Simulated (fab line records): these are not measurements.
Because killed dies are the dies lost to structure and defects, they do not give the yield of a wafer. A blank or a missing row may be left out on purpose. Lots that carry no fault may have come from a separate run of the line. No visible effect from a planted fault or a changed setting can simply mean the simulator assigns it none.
fab line records ; flow nand_harc
[record] lots = 6; wafers = 18; last_day = 24
route steps=1159 shown A_STAIRCASE@710
lots that met no fault: taken from a fault-free run of the same line
start_h: hours from the record's opening day to when the first of the lot's shown wafers began ; wait_h: time in hours since the lot's previous step ; " same as the row above ; L1.1+2: a row that stands for several wafers ; - no value present, or no start provided ; * or withheld: withheld ; < > ~ a bound
route shown NAME@n: names a module that has steps shown in the file, with the first one's number in the route ; usual: average and standard deviation across the fault-free wafers ; same: alike in all rows ; chamber/n: place in a boat ; sites: per-site readings ; _std_site: standard deviation across them ; _edge_site: inner sites' mean taken away from outer sites' mean ; radius_mm: for every site, how far away it sits from the centre of the wafer ; mask NAME#n: copy n ; behind: the last tool/chamber to shape the wafer ; hold: the reason the lot was held/the length of the hold in hours/how it ended ; device: the n, p or np transistor that did not switch ; end of line: tests of these same wafers at the route's end ; where a step has no rows: the recipe by itself ; killed: count of dies lost to structure and defects at first sort (not the wafer's yield) ; map: a wafer's dies, marking killed ones x, the rest . and places with no die _
set.NAME: setting as actually run; set.NAME@STEP: the setting as run at that earlier step ; model.NAME: the simulator's own value behind a step, which no gauge read
lots at selected steps of the route; one table per step, one row per wafer
services: the hour from which a tool's chamber was out of use, counted from the record's first day as start_h (under 0 if before that day), plus the number of hours and why
[[steps]]
[step NHARC_A_STAIRCASE_DEP_322]
[recipe] target_thk_a = 38000; temp_c = 400; target_thk_nm = 3800; teos_flow_sccm = 200; rf_w = 500; material = SiO2
[usual] heater_power_w = 640/73; susceptor_temp_C = 400.02/0.23
lot.wafer;tool;chamber;start_h;wait_h;heater_power_w;since_wet_clean_h;susceptor_temp_C
L352.2;pecvd-01;0;319.95;0.1;567;70;400.28
L352.1;pecvd-01;1;319.95;0.1;605;70;399.93
L352.4;pecvd-01;0;319.95;0.1;538;-;400.17
L355.1;pecvd-03;2;351.43;0.1;746;46;399.80
L355.3;pecvd-03;0;351.43;0.1;644;46;400.13
L355.2;pecvd-03;1;351.43;0.1;689;47;400.11
L357.1;pecvd-04;1;351.53;0.2;746;142;400.12
L357.3;pecvd-04;2;351.53;0.2;715;142;400.29
L357.5;pecvd-04;1;351.53;0.2;672;-;400.05
L363.2;pecvd-03;2;380.06;0.3;751;75;400.07
L363.5;pecvd-03;1;380.06;0.3;557;-;399.84
L363.6;pecvd-03;2;380.06;0.3;670;-;399.70
L368.3;pecvd-04;2;406.13;0.1;673;16;400.42
L368.5;pecvd-04;0;406.13;0.1;691;-;400.08
L368.4;pecvd-04;1;406.13;0.1;637;-;400.04
L367.1;pecvd-01;1;411.55;0.2;620;161;399.88
L367.2;pecvd-01;2;411.55;0.2;614;162;399.71
L367.5;pecvd-01;0;411.55;0.2;551;-;400.29
[step NHARC_A_STAIRCASE_ANNEAL_323]
[recipe] temp_c = 750; time_s = 1800
[step NHARC_A_STAIRCASE_DEP_325]
[recipe] target_thk_a = 38000; temp_c = 400; target_thk_nm = 3800; teos_flow_sccm = 200; rf_w = 500; material = SiO2
[usual] heater_power_w = 646/80; susceptor_temp_C = 400.02/0.22
lot.wafer;tool;chamber;start_h;wait_h;heater_power_w;since_wet_clean_h;susceptor_temp_C
L352.2;pecvd-04;1;332.05;0.2;818;123;399.73
L352.1;pecvd-04;2;332.05;0.2;637;123;400.26
L352.4;pecvd-04;0;332.05;0.2;645;-;400.29
L355.1;pecvd-04;2;358.91;0.5;673;149;400.25
L355.3;pecvd-04;0;358.91;0.5;815;150;400.28
L355.2;pecvd-04;1;358.91;0.5;749;150;400.19
L357.3;pecvd-01;0;358.93;0.5;579;109;400.52
L357.1;pecvd-01;2;358.93;0.5;747;109;400.13
L357.5;pecvd-01;1;358.93;0.5;554;-;400.48
L363.2;pecvd-01;0;387.05;0.2;562;137;400.19
L363.6;pecvd-01;0;387.05;0.2;536;-;400.03
L363.5;pecvd-01;1;387.05;0.2;548;-;400.27
L368.3;pecvd-03;1;418.74;0.3;708;114;399.83
L368.4;pecvd-03;0;418.74;0.3;571;-;399.67
L368.5;pecvd-03;1;418.74;0.3;573;-;400.19
L367.2;pecvd-03;1;419.13;0.7;685;114;400.03
L367.1;pecvd-03;0;419.13;0.7;595;114;399.81
L367.5;pecvd-03;0;419.13;0.7;572;-;399.95
[step NHARC_A_STAIRCASE_ANNEAL_326]
[recipe] temp_c = 750; time_s = 1800
[step NHARC_A_STAIRCASE_DEHYDRATE_433]
[recipe] temp_c = 150; time_s = 120
[step NHARC_A_STAIRCASE_HMDS_434]
[recipe] time_s = 30
[step NHARC_A_STAIRCASE_COAT_435]
[recipe] spin_rpm = 1200
[step NHARC_A_STAIRCASE_SOFTBAKE_436]
[recipe] temp_c = 135; time_s = 170
[step NHARC_A_STAIRCASE_EBR_437]
[step NHARC_A_STAIRCASE_EXPOSE_438]
[recipe] na = 0.5; dose_mj = 28.97; mask_id = STAIR_REV
[step NHARC_A_STAIRCASE_PEB_439]
[recipe] peb_temp_c = 115; peb_time_s = 130
[usual] chill_plate_temp_C = 22.98/0.12; exhaust_pa = 44.9/0.86
lot.wafer;tool;chamber;start_h;wait_h;chill_plate_temp_C;exhaust_pa
L352.1;litho_track-03;0;342.87;0.1;22.86;43.1
L352.2;litho_track-03;0;342.87;0.1;22.95;43.9
L352.4;litho_track-03;0;342.87;0.1;22.78;44.7
L357.1;litho_track-02;-;367.16;0.1;-;-
L357.3;litho_track-02;-;367.16;0.1;-;-
L357.5;litho_track-02;-;367.16;0.1;-;-
L355.1;litho_track-03;-;367.32;0.1;-;-
L355.2;litho_track-03;-;367.32;0.1;-;-
L355.3;litho_track-03;-;367.32;0.1;-;-
L363.2;litho_track-05;0;392.03;0.1;22.74;45.1
L363.5;litho_track-05;0;392.03;0.1;22.79;44.9
L363.6;litho_track-05;0;392.03;0.1;22.89;46.3
L368.3;litho_track-03;0;429.36;0.1;22.88;45.8
L368.4;litho_track-03;0;429.36;0.1;22.86;43.3
L368.5;litho_track-03;0;429.36;0.1;22.89;44.5
L367.1;litho_track-05;0;429.39;0.1;23.02;46.5
L367.2;litho_track-05;0;429.39;0.1;22.95;45.4
L367.5;litho_track-05;0;429.39;0.1;22.94;45.5
[step NHARC_A_STAIRCASE_DEVELOP_440]
[recipe] time_s = 140
[[services]]
tool;chamber;start_h;hours;kind
pecvd-03;0;305.16;-;clean
pecvd-03;1;305.16;-;clean
pecvd-03;2;305.16;-;clean
pecvd-04;-;314.10;1.7;repair
pecvd-01;2;314.69;31.1;repair
pecvd-01;-;333.80;6.2;repair
litho_track-02;-;340.00;7.0;pm
pecvd-04;-;377.58;13.0;pm
pecvd-04;0;377.58;13.0;vent_cycle
pecvd-04;1;377.58;13.0;vent_cycle
pecvd-04;2;377.58;13.0;vent_cycle
litho_track-03;-;388.01;7.0;pm
pecvd-04;0;390.58;-;clean
pecvd-04;1;390.58;-;clean
pecvd-04;2;390.58;-;clean
pecvd-01;-;395.62;1.7;repair
pecvd-04;-;397.49;0.5;repair
litho_track-05;-;412.00;7.0;pm
pecvd-01;-;418.19;13.0;pm
pecvd-01;0;418.19;13.0;vent_cycle
pecvd-01;1;418.19;13.0;vent_cycle
pecvd-01;2;418.19;13.0;vent_cycle
litho_track-03;-;425.52;-;consumable_replace:filter
pecvd-03;2;428.21;7.2;repair
[[key]]
[first_sign] step = NHARC_A_STAIRCASE_PEB_439; reading = tool_record; direction = missing
effect none on later readings
met_at NHARC_A_STAIRCASE_PEB_439
struck_wafers L355.1,L355.2,L355.3,L357.1,L357.3,L357.5
later_rows_left_out L355.1,L355.2,L355.3,L357.1,L357.3,L357.5
sort_left_out L355.1,L355.2,L355.3,L357.1,L357.3,L357.5
tester_left_out L355,L357
onset_between 342.87 367.16
[fault] kind = skipped_step_whole; tool = litho_track-02,litho_track-03; chamber = -; onset_h = 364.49; steps = NHARC_A_STAIRCASE_PEB_439; scope = struck_lots_only
// tester_left_out: of these lots the tester's yield and bins aren't shown, on N5 and GAA mostly nor the transistor test; their killed dies are dies lost to structure and defects alone, not to doping, threshold or leakage, so they don't give the yield
// sort_left_out: the simulated sort isn't trusted on such a fault, so these wafers' sort isn't shown, and their yield isn't known
// later_rows_left_out: the simulator's readings of these wafers behind a module that went badly wrong aren't trusted and aren't shown, but for the sort
